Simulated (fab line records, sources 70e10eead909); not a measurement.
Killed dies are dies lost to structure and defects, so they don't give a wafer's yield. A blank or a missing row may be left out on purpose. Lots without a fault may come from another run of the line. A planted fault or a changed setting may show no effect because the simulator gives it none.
Which tool did it? | flow nand_harc | 12 lots, 36 wafers sampled, at 5 steps of a route of 1159

WHAT THE GAUGES READ, wafer by wafer
NHARC_P_M1_CD_MEAS_16. Usual: cd_nm 130.8 nm, standard deviation 1.1.
lot  | measured     | on        | cd_nm (nm)        | flag
L668 | day 6 09:44  | cd_sem-02 | 131.8 130.8 131.7 |
L671 | day 6 18:38  | cd_sem-02 | 130.8 132.4 129.8 |
L672 | day 7 00:27  | cd_sem-02 | 131.7 130.8 130.9 |
L674 | day 7 16:16  | cd_sem-03 | 131.1 131.2 129.5 |
L676 | day 8 07:02  | cd_sem-03 | 132.0 130.4 132.0 |
L682 | day 9 06:44  | cd_sem-03 | 129.7 131.0 129.3 |
L684 | day 10 07:38 | cd_sem-03 | 130.9 131.5 131.7 |
L685 | day 10 08:43 | cd_sem-01 | 129.2 131.4 130.3 |
L688 | day 10 20:42 | cd_sem-01 | 131.5 131.0 131.9 |
L689 | day 11 10:19 | cd_sem-02 | 132.1 131.0 132.4 |
L690 | day 11 12:01 | cd_sem-03 | 129.3 128.9 129.9 |
L691 | day 11 12:32 | cd_sem-02 | 129.0 130.8 130.6 |

NHARC_END_SORT_01. Usual: defect_limited_yield 95.3 %, standard deviation 1.7; killed_at_array 28, standard deviation 11; killed_at_other 0.8, standard deviation 1.1; killed_at_periphery 3.3, standard deviation 2.8; killed_dies 32, standard deviation 11; killed_open 3.3, standard deviation 1.9; killed_short 1.9, standard deviation 1.4; sort_bin_2_pct 1.4 %, standard deviation 0.68; sort_bin_3_pct 0.25 %, standard deviation 0.24; sort_bin_4_pct 3.0 %, standard deviation 1.1; sort_n_pass 645, standard deviation 11; sort_rim_yield_pct 95.3 %, standard deviation 2.5; sort_yield_pct 95.3 %, standard deviation 1.7.
lot  | measured     | on        | defect_limited_yield (%) | killed_at_array | killed_at_other | killed_at_periphery | killed_dies | killed_open | killed_short | sort_bin_2_pct (%) | sort_bin_3_pct (%) | sort_bin_4_pct (%) | sort_n_pass | sort_rim_yield_pct (%) | sort_yield_pct (%) | flag
L672 | day 20 12:46 | prober-01 | 0 0 0                    | 34 21 19        | 0 0 0           | 643 656 658         | 677 677 677 | 3 2 4       | 3 2 1        | 97.0 97.2 97.8     | 0.30 0.30 0        | 2.7 2.5 2.2        | 0 0 0       | 0 0 0                  | 0 0 0              | OFF
L674 | day 20 21:01 | prober-02 | 0 0 0                    | 38 47 35        | 0 0 0           | 639 630 642         | 677 677 677 | 2 4 0       | 3 2 6        | 95.6 95.0 96.2     | 0.15 0.30 0.30     | 4.3 4.7 3.5        | 0 0 0       | 0 0 0                  | 0 0 0              | OFF
L676 | day 21 14:41 | prober-01 | 0 0 0                    | 12 21 15        | 0 0 0           | 665 656 662         | 677 677 677 | 3 6 2       | 0 3 0        | 98.4 97.5 97.6     | 0 0.15 0           | 1.6 2.4 2.4        | 0 0 0       | 0 0 0                  | 0 0 0              | OFF

WHICH TOOL RAN EACH LOT (tool, then ch and the chambers of the sampled wafers, then the start)
lot  | NHARC_P_M1_ETCH_35                 | NHARC_P_M1_DEGAS_29          | NHARC_P_M2_DEP_00
L668 | rie_diel-03 ch 1,2, day 6 09:31    | pvd_sputter-01, day 6 10:27  | pecvd-02 ch 0,1,2, day 6 12:37
L671 | rie_diel-11 ch 1,2,3, day 6 18:25  | pvd_sputter-01, day 6 19:22  | pecvd-04 ch 0,1,2, day 6 21:36
L672 | rie_diel-03 ch 1,2,3, day 7 00:14  | pvd_sputter-02, day 7 01:13  | pecvd-02 ch 0,1, day 7 03:19
L674 | rie_diel-03 ch 1,2,3, day 7 16:02  | pvd_sputter-02, day 7 16:59  | pecvd-04 ch 0,1,2, day 7 19:16
L676 | rie_diel-03 ch 0,1,2, day 8 06:49  | pvd_sputter-02, day 8 07:49  | pecvd-02 ch 0,1, day 8 10:07
L682 | rie_diel-05 ch 0,1,3, day 9 06:32  | pvd_sputter-02, day 9 07:27  | pecvd-02 ch 1,2, day 9 09:33
L684 | rie_diel-05 ch 0,1, day 10 07:25   | pvd_sputter-02, day 10 08:22 | pecvd-04 ch 0,1,2, day 10 10:28
L685 | rie_diel-03 ch 2,3, day 10 08:29   | pvd_sputter-01, day 10 09:27 | pecvd-02 ch 0,1,2, day 10 11:45
L688 | rie_diel-11 ch 0,1,3, day 10 20:29 | pvd_sputter-01, day 10 21:28 | pecvd-03 ch 0,1,2, day 10 23:38
L689 | rie_diel-05 ch 1,2,3, day 11 10:07 | pvd_sputter-01, day 11 11:02 | pecvd-02 ch 0,2, day 11 13:13
L690 | rie_diel-11 ch 0,2,3, day 11 11:49 | pvd_sputter-03, day 11 12:46 | pecvd-04 ch 0,1,2, day 11 15:19
L691 | rie_diel-03 ch 1,2, day 11 12:19   | pvd_sputter-02, day 11 13:17 | pecvd-03 ch 0,1,2, day 11 15:35
- NHARC_P_M1_ETCH_35: etches the open film in N2/H2, target depth 40 nm, overetch 12 nm, time 43.94 s.
- NHARC_P_M1_DEGAS_29: time 60 s.
- NHARC_P_M2_DEP_00: deposits SiOC, target thk 182.5 nm.

WHAT THE TOOLS THEMSELVES READ (means of the sampled wafers that have a number; where no wafer has one, the mark that the record gives instead)
NHARC_P_M1_ETCH_35. Usual: drypump_motor_current_A 5.6 A, standard deviation 0.37; oes_product_au 1.002 a.u., standard deviation 0.013; rf_vpp_V 431.0 V, standard deviation 2.2; showerhead_plenum_p_Torr 2.06 Torr, standard deviation 0.076; throttle_valve_pct 14.172 %, standard deviation 0.0089.
lot  | tool        | drypump_motor_current_A (A) | oes_product_au (a.u.) | rf_vpp_V (V) | showerhead_plenum_p_Torr (Torr) | throttle_valve_pct (%) | flag
L668 | rie_diel-03 | 5.4                         | 0.994                 | 430.1        | 2.02                            | 14.174                 |
L671 | rie_diel-11 | 5.4                         | 1.007                 | 432.2        | 2.08                            | 14.157                 |
L672 | rie_diel-03 | 5.5                         | 0.998                 | 429.3        | 1.99                            | 14.171                 |
L674 | rie_diel-03 | 5.6                         | 1.000                 | 429.5        | 1.99                            | 14.168                 |
L676 | rie_diel-03 | 5.8                         | 0.990                 | 431.9        | 2.05                            | 14.174                 |
L682 | rie_diel-05 | 5.5                         | 1.001                 | 430.6        | 2.07                            | 14.169                 |
L684 | rie_diel-05 | 5.8                         | 1.000                 | 429.9        | 2.03                            | 14.170                 |
L685 | rie_diel-03 | 5.7                         | 0.997                 | 428.9        | 1.97                            | 14.174                 |
L688 | rie_diel-11 | 5.3                         | 0.999                 | 431.8        | 2.09                            | 14.164                 |
L689 | rie_diel-05 | 5.6                         | 1.000                 | 429.0        | 2.02                            | 14.170                 |
L690 | rie_diel-11 | 5.5                         | 1.007                 | 432.1        | 2.11                            | 14.178                 |
L691 | rie_diel-03 | 5.6                         | 0.998                 | 430.1        | 2.01                            | 14.168                 |

NHARC_P_M1_DEGAS_29. Usual: heater_power_w 324 W, standard deviation 26; susceptor_temp_C 250.00 C, standard deviation 0.17.
lot  | tool           | heater_power_w (W) | susceptor_temp_C (C) | flag
L668 | pvd_sputter-01 | 343                | -                    | OFF
L671 | pvd_sputter-01 | 338                | 250.16               |
L672 | pvd_sputter-02 | 308                | 250.11               |
L674 | pvd_sputter-02 | 323                | 250.02               |
L676 | pvd_sputter-02 | 322                | 249.96               |
L682 | pvd_sputter-02 | 320                | 250.14               |
L684 | pvd_sputter-02 | 315                | 249.97               |
L685 | pvd_sputter-01 | 329                | 250.12               |
L688 | pvd_sputter-01 | 336                | 249.94               |
L689 | pvd_sputter-01 | 349                | 249.99               |
L690 | pvd_sputter-03 | 314                | 250.03               |
L691 | pvd_sputter-02 | 305                | 250.17               |

THE ANSWER, worked out from the rows above alone
Rule: a lot is off if the mean of its wafers that have a number lies more than 3 standard deviations from the usual mean. A lot without any number at a reading at which 4 lots or more have one is off too. The other lots that the step has rows for count as sound. The gauges are gone through in route order, then the tools' own readings, and for those a lot's mean is taken as printed above. The first step at which some lot is off is used, and at that step the reading that is off furthest; a lot without a number counts as furthest.
Off: L672, L674, L676, at NHARC_END_SORT_01 (killed_at_periphery). Neither off nor sound, because the step has no rows for them: L668, L671, L682, L684, L685, L688, L689, L690, L691.
A tool fits if, at a process step before that reading, it ran every lot that is off, and no sound lot after the first of them. The gauges at NHARC_END_SORT_01 are tried like those tools. Can't be told from this: 2 tools fit, rie_diel-03 at NHARC_P_M1_ETCH_35, pvd_sputter-02 at NHARC_P_M1_DEGAS_29.

WHAT THE SIMULATOR HAD PUT IN
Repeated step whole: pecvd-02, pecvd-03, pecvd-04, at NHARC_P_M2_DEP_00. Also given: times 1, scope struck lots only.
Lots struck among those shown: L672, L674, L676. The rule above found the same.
